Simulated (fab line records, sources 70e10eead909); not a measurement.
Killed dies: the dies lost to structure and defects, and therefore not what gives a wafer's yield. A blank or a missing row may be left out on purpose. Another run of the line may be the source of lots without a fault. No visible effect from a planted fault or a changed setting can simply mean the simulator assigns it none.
fab line records ; flow nandHarc
record lots=12; wafers=36; lastDay=33
route steps=1302 shown A_CHANNEL_HOLE_D1@475 A_CHANNEL_FILL_D1@496 END@1302
lots with no fault: from the same line, run without faults
startH: hours from the record's first day to the start of the lot's first wafer shown ; waitH: hours elapsed since this lot's preceding step ; " the same as in the row above ; L1.1+2: a single row standing in for several wafers ; - value missing, or start not given ; * or withheld: withheld ; < > ~ a bound
route shown NAME@n: names a module that has steps shown in the file, with the first one's number in the route ; usual: mean/standard deviation taken from wafers without a fault ; same: alike in all rows ; chamber/n: place in a boat ; sites: the reading at each site ; _std_site: standard deviation across them ; _edge_site: inner sites' mean taken away from outer sites' mean ; radiusMm: for every site, how far away it sits from the centre of the wafer ; mask NAME#n: copy n ; behind: the most recent tool/chamber to have shaped the wafer ; hold: why the lot was held/for how many hours/how that ended ; device: the n, p or np transistor that did not switch ; end of line: the route-end tests of the same wafers ; for a step that has no rows: nothing shown but its recipe ; killed: at the first sort, the dies lost to defects and structure; wafer yield is something else ; map: a wafer's dies, x killed, . not, _ none there
set.NAME: the run value of the setting; set.NAME@STEP: its run value at that earlier step ; model.NAME: the simulator's own value behind a step, which no gauge read
route steps across a sampled set of lots; one table per step, one row per wafer
services: when a tool's chamber went out of use (startH, in hours from the record's first day, below 0 if earlier), for how many hours, and the reason
## steps
# step NHARC_A_CHANNEL_HOLE_D1_ETCH_23
# recipe biasV=5000; sourceW=withheld; pressureMtorr=20; timeS=819; arFlowSccm=375; c4f8FlowSccm=89.3; o2FlowSccm=35.7; tempC=-20; targetDepthA=16000; chemistry=C4F8/O2/Ar
# usual drypumpMotorCurrentA=5.75/0.22; o2FlowSccm=35.71/0.095; showerheadPlenumPTorr=3.61/0.15; throttleValvePct=32.156/0.0089
# same timeS=819
lot.wafer;tool;chamber;startH;waitH;drypumpMotorCurrentA;o2FlowSccm;rfHoursCounterH;showerheadPlenumPTorr;throttleValvePct
L889.1;harEtch-02;0;185.73;0.5;5.56;35.68;292;3.51;32.160
L889.4;harEtch-02;1;185.73;0.5;6.13;35.56;-;3.48;32.165
L889.6;harEtch-02;1;185.73;0.5;6.16;35.70;-;3.48;32.153
L890.2;harEtch-01;1;188.43;0.5;5.71;35.55;93;3.58;32.166
L890.1;harEtch-01;0;188.43;0.5;5.61;35.57;93;3.73;32.165
L890.5;harEtch-01;0;188.43;0.5;5.62;35.74;-;3.73;32.144
L895.2;harEtch-02;0;248.89;0.5;5.58;35.88;330;3.49;32.158
L895.4;harEtch-02;0;248.89;0.5;5.58;35.86;-;3.49;32.143
L895.3;harEtch-02;1;248.89;0.5;6.16;35.64;-;3.47;32.159
L898.2;harEtch-01;1;270.66;0.5;5.70;35.73;143;3.56;32.158
L898.1;harEtch-01;0;270.66;0.5;5.63;35.65;143;3.70;32.148
L898.4;harEtch-01;0;270.66;0.5;5.64;35.62;-;3.70;32.156
L903.3;harEtch-01;0;328.85;0.5;5.63;35.77;-;3.68;32.161
L903.4;harEtch-01;1;328.85;0.5;5.68;35.70;-;3.54;32.149
L903.6;harEtch-01;1;328.85;0.5;5.70;35.76;-;3.54;32.152
L902.1;harEtch-02;1;333.39;0.5;6.15;35.75;364;3.44;32.141
L902.2;harEtch-02;0;333.39;0.5;5.57;35.73;379;3.46;32.164
L902.6;harEtch-02;1;333.39;0.5;6.14;35.73;-;3.44;32.138
L905.2;harEtch-01;1;341.20;0.5;5.69;35.68;185;3.53;32.164
L905.6;harEtch-01;1;341.20;0.5;5.70;35.72;-;3.53;32.159
L905.5;harEtch-01;0;341.20;0.5;5.61;35.70;-;3.68;32.145
L906.2;harEtch-02;1;352.71;0.5;6.16;35.83;372;3.44;32.166
L906.4;harEtch-02;1;352.71;0.5;6.14;35.79;-;3.44;32.159
L906.5;harEtch-02;0;352.71;0.5;5.58;35.74;-;3.46;32.153
L907.4;harEtch-01;0;364.20;0.5;5.63;35.53;-;3.68;32.160
L907.5;harEtch-01;1;364.20;0.5;5.69;35.70;-;3.53;32.157
L907.6;harEtch-01;0;364.20;0.5;5.62;35.78;-;3.68;32.158
L908.2;harEtch-01;0;396.24;0.5;5.63;35.80;212;3.66;32.159
L908.4;harEtch-01;0;396.24;0.5;5.61;35.80;-;3.66;32.163
L908.6;harEtch-01;0;396.24;0.5;5.60;35.80;-;3.66;32.159
L910.1;harEtch-02;0;399.80;0.5;5.58;35.51;5;3.93;32.154
L910.2;harEtch-02;1;399.80;0.5;6.13;35.82;5;3.93;32.151
L910.5;harEtch-02;0;399.80;0.5;5.59;35.65;-;3.93;32.163
L911.3;harEtch-02;0;412.17;0.5;5.60;35.88;-;3.92;32.165
L911.6;harEtch-02;0;412.17;0.5;5.61;35.79;-;3.92;32.160
L911.5;harEtch-02;1;412.17;0.5;6.14;35.72;-;3.92;32.172
# step NHARC_A_CHANNEL_HOLE_D1_ETCH_25
# recipe biasV=5000; sourceW=withheld; pressureMtorr=20; timeS=1040.2; arFlowSccm=375; c4f8FlowSccm=93.8; o2FlowSccm=31.2; tempC=-20; targetDepthA=15000; chemistry=C4F8/O2/Ar
# usual drypumpMotorCurrentA=5.75/0.22; o2FlowSccm=31.20/0.096; showerheadPlenumPTorr=3.61/0.15; throttleValvePct=32.235/0.0094
# same timeS=1040.2
lot.wafer;tool;chamber;startH;waitH;drypumpMotorCurrentA;o2FlowSccm;rfHoursCounterH;showerheadPlenumPTorr;throttleValvePct
L889.1;harEtch-02;0;187.19;0.6;5.60;31.37;293;3.50;32.232
L889.4;harEtch-02;1;187.19;0.6;6.14;31.08;-;3.48;32.216
L889.6;harEtch-02;1;187.19;0.6;6.14;31.12;-;3.48;32.244
L890.2;harEtch-01;1;189.90;0.6;5.69;31.09;94;3.58;32.257
L890.1;harEtch-01;0;189.90;0.6;5.61;31.28;94;3.72;32.251
L890.5;harEtch-01;0;189.90;0.6;5.62;31.25;-;3.72;32.231
L895.2;harEtch-02;0;250.34;0.6;5.58;31.14;331;3.49;32.222
L895.4;harEtch-02;0;250.34;0.6;5.59;31.19;-;3.49;32.220
L895.3;harEtch-02;1;250.34;0.6;6.16;31.16;-;3.46;32.249
L898.2;harEtch-01;1;272.14;0.6;5.71;31.37;144;3.55;32.235
L898.1;harEtch-01;0;272.14;0.6;5.62;31.17;144;3.69;32.236
L898.4;harEtch-01;0;272.14;0.6;5.61;31.16;-;3.70;32.222
L903.3;harEtch-01;0;330.38;0.7;5.62;31.20;-;3.68;32.254
L903.4;harEtch-01;1;330.38;0.7;5.71;31.34;-;3.54;32.231
L903.6;harEtch-01;1;330.38;0.7;5.70;31.45;-;3.53;32.253
L902.1;harEtch-02;1;334.85;0.6;6.13;31.22;365;3.44;32.232
L902.2;harEtch-02;0;334.85;0.6;5.59;31.29;381;3.46;32.239
L902.6;harEtch-02;1;334.85;0.6;6.14;31.23;-;3.44;32.232
L905.2;harEtch-01;1;342.67;0.6;5.69;31.23;186;3.53;32.250
L905.6;harEtch-01;1;342.67;0.6;5.70;31.15;-;3.53;32.235
L905.5;harEtch-01;0;342.67;0.6;5.61;31.39;-;3.67;32.235
L906.2;harEtch-02;1;354.20;0.7;6.11;31.15;373;3.44;32.239
L906.4;harEtch-02;1;354.20;0.7;6.11;31.10;-;3.44;32.223
L906.5;harEtch-02;0;354.20;0.7;5.58;31.30;-;3.46;32.249
L907.4;harEtch-01;0;365.75;0.7;5.61;31.04;-;3.67;32.242
L907.5;harEtch-01;1;365.75;0.7;5.70;31.17;-;3.53;32.235
L907.6;harEtch-01;0;365.75;0.7;5.62;31.30;-;3.67;32.236
L908.2;harEtch-01;0;397.75;0.7;5.61;31.28;213;3.66;32.232
L908.4;harEtch-01;0;397.75;0.7;5.61;31.44;-;3.66;32.237
L908.6;harEtch-01;0;397.75;0.7;5.61;31.32;-;3.66;32.243
L910.1;harEtch-02;0;401.26;0.6;5.60;31.13;7;3.92;32.246
L910.2;harEtch-02;1;401.26;0.6;6.14;31.33;7;3.92;32.226
L910.5;harEtch-02;0;401.26;0.6;5.60;31.04;-;3.92;32.239
L911.3;harEtch-02;0;413.68;0.7;5.58;30.99;-;3.92;32.235
L911.6;harEtch-02;0;413.68;0.7;5.59;31.07;-;3.92;32.241
L911.5;harEtch-02;1;413.68;0.7;6.14;31.08;-;3.92;32.244
# step NHARC_A_CHANNEL_HOLE_D1_CD_MEAS_30
# usual cdNm=90.9/1.8
lot.wafer;tool;chamber;startH;waitH;cdNm
L889.1;cdSem-01;-;189.82;-;91.3
L889.4;cdSem-01;-;189.82;-;89.7
L889.6;cdSem-01;-;189.82;-;92.6
L890.1;cdSem-02;-;192.52;-;89.7
L890.2;cdSem-02;-;192.52;-;92.9
L890.5;cdSem-02;-;192.52;-;91.9
L895.2;cdSem-01;-;253.14;-;92.4
L895.3;cdSem-01;-;253.14;-;92.8
L895.4;cdSem-01;-;253.14;-;90.3
L898.1;cdSem-01;-;274.77;-;93.2
L898.2;cdSem-01;-;274.77;-;91.7
L898.4;cdSem-01;-;274.77;-;91.0
L903.3;cdSem-02;-;332.71;-;90.6
L903.4;cdSem-02;-;332.71;-;94.4
L903.6;cdSem-02;-;332.71;-;89.4
L902.1;cdSem-03;-;337.61;-;89.5
L902.2;cdSem-03;-;337.61;-;90.0
L902.6;cdSem-03;-;337.61;-;89.5
L905.2;cdSem-01;-;345.29;-;91.2
L905.5;cdSem-01;-;345.29;-;90.8
L905.6;cdSem-01;-;345.29;-;92.0
L906.2;cdSem-02;-;356.69;-;92.9
L906.4;cdSem-02;-;356.69;-;92.3
L906.5;cdSem-02;-;356.69;-;91.4
L907.4;cdSem-02;-;367.94;-;90.0
L907.5;cdSem-02;-;367.94;-;89.8
L907.6;cdSem-02;-;367.94;-;89.6
L908.2;cdSem-02;-;400.33;-;86.9
L908.4;cdSem-02;-;400.33;-;90.2
L908.6;cdSem-02;-;400.33;-;90.9
L910.1;cdSem-01;-;403.87;-;89.5
L910.2;cdSem-01;-;403.87;-;88.7
L910.5;cdSem-01;-;403.87;-;89.5
L911.3;cdSem-03;-;416.01;-;95.1
L911.5;cdSem-03;-;416.01;-;91.5
L911.6;cdSem-03;-;416.01;-;92.1
# step NHARC_A_CHANNEL_FILL_D1_ALD_16
# recipe targetThkA=15; pulseTimeS=10; aldCycles=15; tempC=300; material=SiO2
# usual aldCycles=15/0; heaterPowerW=442/53; precursorPulseHeightRel=1.002/0.02
lot.wafer;tool;chamber;startH;waitH;aldCycles;heaterPowerW;precursorPulseHeightRel
L889.1;aldHk-02;1;202.35;0.0;15;426;0.992
L889.4;aldHk-02;2;202.35;0.0;15;432;1.026
L889.6;aldHk-02;1;202.35;0.0;15;433;0.982
L890.2;aldHk-03;3;202.35;0.0;15;467;1.015
L890.1;aldHk-03;0;202.35;0.0;15;513;0.991
L890.5;aldHk-03;3;202.35;0.0;15;450;1.029
L895.3;aldHk-03;1;266.40;0.7;15;475;0.989
L895.2;aldHk-03;3;266.40;0.7;11;461;1.000
L895.4;aldHk-03;0;266.40;0.7;15;474;0.994
L898.2;aldHk-03;3;288.94;0.1;11;462;1.022
L898.1;aldHk-03;0;288.94;0.1;15;476;1.016
L898.4;aldHk-03;1;288.94;0.1;15;461;1.006
L903.4;aldHk-02;0;345.43;0.1;15;416;0.981
L903.3;aldHk-02;3;345.43;0.1;15;452;1.025
L903.6;aldHk-02;1;345.43;0.1;15;414;1.012
L902.1;aldHk-02;1;350.44;0.1;15;423;1.010
L902.2;aldHk-02;2;350.44;0.1;15;428;0.985
L902.6;aldHk-02;1;350.44;0.1;15;419;0.998
L905.2;aldHk-01;3;358.32;0.1;15;403;0.995
L905.5;aldHk-01;0;358.32;0.1;15;566;0.956
L905.6;aldHk-01;1;358.32;0.1;15;402;1.020
L906.2;aldHk-03;0;372.27;2.6;15;490;1.025
L906.4;aldHk-03;1;372.27;2.6;15;466;0.997
L906.5;aldHk-03;3;372.27;2.6;15;455;0.975
L907.4;aldHk-01;0;380.52;0.1;15;558;0.982
L907.5;aldHk-01;3;380.52;0.1;15;406;0.997
L907.6;aldHk-01;0;380.52;0.1;15;584;0.972
L908.2;aldHk-02;1;412.26;0.0;15;443;0.982
L908.4;aldHk-02;0;412.26;0.0;15;402;0.988
L908.6;aldHk-02;1;412.26;0.0;15;422;0.993
L910.1;aldHk-02;3;416.49;0.1;15;426;1.015
L910.2;aldHk-02;0;416.49;0.1;15;409;0.998
L910.5;aldHk-02;2;416.49;0.1;15;415;0.988
L911.3;aldHk-01;3;428.57;0.0;15;401;1.009
L911.5;aldHk-01;3;428.57;0.0;15;407;1.007
L911.6;aldHk-01;0;428.57;0.0;15;572;1.005
# step NHARC_END_SORT_01
# recipe tempC=25
# usual killedAtArray=45/18; killedAtOther=0.9/1.3; killedAtPeriphery=3.7/2.2; killedDies=50/18; killedOpen=3.2/1.9; killedShort=2.4/1.6
# same grossDies=677
lot.wafer;tool;chamber;startH;waitH;killedAtArray;killedAtOther;killedAtPeriphery;killedDies;killedOpen;killedShort
L902.1;prober-02;0;711.51;2.5;67;1;4;72;4;1
L902.2;prober-02;0;712.32;2.8;40;0;5;45;3;2
L902.6;prober-02;0;715.57;4.1;56;0;5;61;2;2
L906.2;prober-02;0;745.03;2.8;52;0;7;59;3;4
L906.4;prober-02;0;746.65;3.4;43;0;4;47;4;2
L906.5;prober-02;0;747.46;3.7;24;1;4;29;0;2
L908.2;prober-02;0;766.83;2.8;63;3;1;67;2;0
L908.4;prober-02;0;768.42;3.4;51;1;5;57;4;3
L908.6;prober-02;0;770.00;4.0;61;1;2;64;5;2
L907.4;prober-01;0;772.56;3.4;25;1;3;29;2;1
L907.5;prober-01;0;773.36;3.7;23;1;6;30;3;3
L907.6;prober-01;0;774.16;4.0;32;3;4;39;4;4
# killed by level:class
L902.1 A_CHANNEL_HOLE_D1:chamberFilmFlake=33 A_CHANNEL_HOLE_D2:chamberFilmFlake=25 A_CONTACT:chamberFilmFlake=4 A_BLC:geometricParticle:open=3 P_ZERO_WELL:chamberFilmFlake=2 A_ONON_D1:geometricParticle:open=1 P_CONTACT:chamberFilmFlake=1 P_BONDPAD:chamberFilmFlake=1
L902.2 A_CHANNEL_HOLE_D1:chamberFilmFlake=15 A_CHANNEL_HOLE_D2:chamberFilmFlake=12 A_CONTACT:chamberFilmFlake=3 P_STI:chamberFilmFlake=2 P_BONDPAD:chamberFilmFlake=2 A_DECK1_JOINT:chamberFilmFlake=2 A_SLIT:chamberFilmFlake=2 P_CONTACT:geometricParticle:open=1
L902.6 A_CHANNEL_HOLE_D1:chamberFilmFlake=34 A_CHANNEL_HOLE_D2:chamberFilmFlake=11 P_BONDPAD:chamberFilmFlake=4 A_SLIT:chamberFilmFlake=3 A_STAIRCASE:chamberFilmFlake=2 A_ONON_D2:geometricParticle:open=1 A_CHANNEL_HOLE_D2:geometricParticle:short=1 A_M1:geometricParticle:open=1
L906.2 A_CHANNEL_HOLE_D1:chamberFilmFlake=34 A_CONTACT:chamberFilmFlake=8 P_STI:chamberFilmFlake=2 A_SLIT:chamberFilmFlake=2 A_STAIRCASE:chamberFilmFlake=2 A_WL_FILL:chamberFilmFlake=2 P_STI:geometricParticle:open=1 P_GATE:geometricParticle:short=1
L906.4 A_CHANNEL_HOLE_D1:chamberFilmFlake=28 A_CONTACT:chamberFilmFlake=4 P_STI:chamberFilmFlake=2 A_CHANNEL_FILL_D2:chamberFilmFlake=2 P_CONTACT:geometricParticle:open=1 A_SOURCE_PLATE:geometricParticle:short=1 A_SOURCE_PLATE:geometricParticle:open=1 A_CHANNEL_FILL_D1:geometricParticle:open=1
L906.5 A_CHANNEL_HOLE_D1:chamberFilmFlake=10 A_CONTACT:chamberFilmFlake=8 A_SLIT:chamberFilmFlake=3 P_STI:chamberFilmFlake=2 A_WL_FILL:geometricParticle:short=1 STARTING-WAFER:geometricParticle:short=1 P_M2:chamberFilmFlake=1 P_BONDPAD:chamberFilmFlake=1
L908.2 A_SLIT:chamberFilmFlake=24 A_CHANNEL_HOLE_D2:chamberFilmFlake=16 A_CHANNEL_HOLE_D1:chamberFilmFlake=10 A_CONTACT:chamberFilmFlake=8 THIN_TSV:chamberFilmFlake=3 A_DECK1_JOINT:chamberFilmFlake=2 A_CHANNEL_FILL_D2:geometricParticle:open=1 A_M0:geometricParticle:open=1
L908.4 A_CHANNEL_HOLE_D1:chamberFilmFlake=18 A_SLIT:chamberFilmFlake=16 A_CHANNEL_HOLE_D2:chamberFilmFlake=5 P_GATE:chamberFilmFlake=3 A_CONTACT:chamberFilmFlake=3 P_M0:geometricParticle:short=2 A_M0:chamberFilmFlake=2 A_ONON_D1:geometricParticle:open=1
L908.6 A_CHANNEL_HOLE_D2:chamberFilmFlake=19 A_SLIT:chamberFilmFlake=17 A_CHANNEL_HOLE_D1:chamberFilmFlake=10 A_CONTACT:chamberFilmFlake=5 A_ONON_D2:geometricParticle:short=2 A_DECK1_JOINT:chamberFilmFlake=2 P_CONTACT:geometricParticle:open=1 A_SOURCE_PLATE:geometricParticle:open=1
L907.4 A_CHANNEL_HOLE_D1:chamberFilmFlake=14 A_CONTACT:chamberFilmFlake=4 A_WL_FILL:chamberFilmFlake=2 A_ONON_D1:geometricParticle:short=1 A_CHANNEL_HOLE_D1:geometricParticle:open=1 A_WL_FILL:geometricParticle:open=1 P_STI:chamberFilmFlake=1 P_GATE:chamberFilmFlake=1
L907.5 A_CONTACT:chamberFilmFlake=8 A_SLIT:chamberFilmFlake=6 P_GATE:chamberFilmFlake=2 P_BONDPAD:chamberFilmFlake=2 A_CHANNEL_HOLE_D1:chamberFilmFlake=2 P_GATE:geometricParticle:short=1 P_M0:geometricParticle:open=1 A_ONON_D1:geometricParticle:short=1
L907.6 A_CHANNEL_HOLE_D1:chamberFilmFlake=11 A_SLIT:chamberFilmFlake=6 A_CONTACT:chamberFilmFlake=5 THIN_TSV:chamberFilmFlake=3 A_ONON_D2:geometricParticle:short=2 A_CHANNEL_FILL_D2:geometricParticle:short=2 P_GATE:chamberFilmFlake=2 P_GATE:geometricParticle:open=1
## services
tool;chamber;startH;hours;kind
aldHk-02;-;173.21;10.0;pm
aldHk-02;0;173.21;10.0;ventCycle
aldHk-02;1;173.21;10.0;ventCycle
aldHk-02;2;173.21;10.0;ventCycle
aldHk-02;3;173.21;10.0;ventCycle
aldHk-02;0;183.21;-;clean
aldHk-02;1;183.21;-;clean
aldHk-03;-;214.68;10.0;pm
aldHk-02;-;216.81;0.7;repair
harEtch-02;1;223.28;-;consumableReplace:focusRing
harEtch-02;1;223.28;17.0;scheduledDown
harEtch-02;1;223.28;17.0;ventCycle
aldHk-01;-;296.17;10.0;pm
aldHk-02;-;351.21;10.0;pm
aldHk-01;-;355.66;0.7;repair
harEtch-02;-;377.20;17.0;pm
harEtch-02;0;377.20;17.0;ventCycle
harEtch-02;1;377.20;17.0;ventCycle
aldHk-03;-;392.68;10.0;pm
harEtch-02;0;394.20;-;clean
harEtch-02;0;394.20;-;consumableReplace:focusRing
harEtch-02;0;394.20;-;consumableReplace:showerhead
harEtch-02;1;394.20;-;clean
harEtch-02;1;394.20;-;consumableReplace:showerhead
## key
firstSign step=NHARC_A_CHANNEL_FILL_D1_ALD_16; reading=aldCycles; direction=down; sigmas=99+; usual=15; struck=11
effect none on later readings
metAt NHARC_A_CHANNEL_FILL_D1_ALD_16
struckLots L895,L898
struckWafers L895.2,L898.2
testerLeftOut L895,L898
notActingAt NHARC_A_CHANNEL_HOLE_D1_ETCH_23,NHARC_A_CHANNEL_HOLE_D1_ETCH_25,NHARC_A_CHANNEL_HOLE_D1_CD_MEAS_30
onsetBetween 202.35 266.40
fault kind=processParameterDrift; tool=aldHk-03; chamber=3; onsetH=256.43; steps=NHARC_A_CHANNEL_FILL_D1_ALD_16; channel=aldCycles; offset=-4; shape=step; endH=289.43; actsIn=theseRecipesOnly; stated=15
# testerLeftOut: of these lots the tester's yield and bins aren't shown, on N5 and GAA mostly nor the transistor test; their killed dies are dies lost to structure and defects alone, not to doping, threshold or leakage, so they don't give the yield
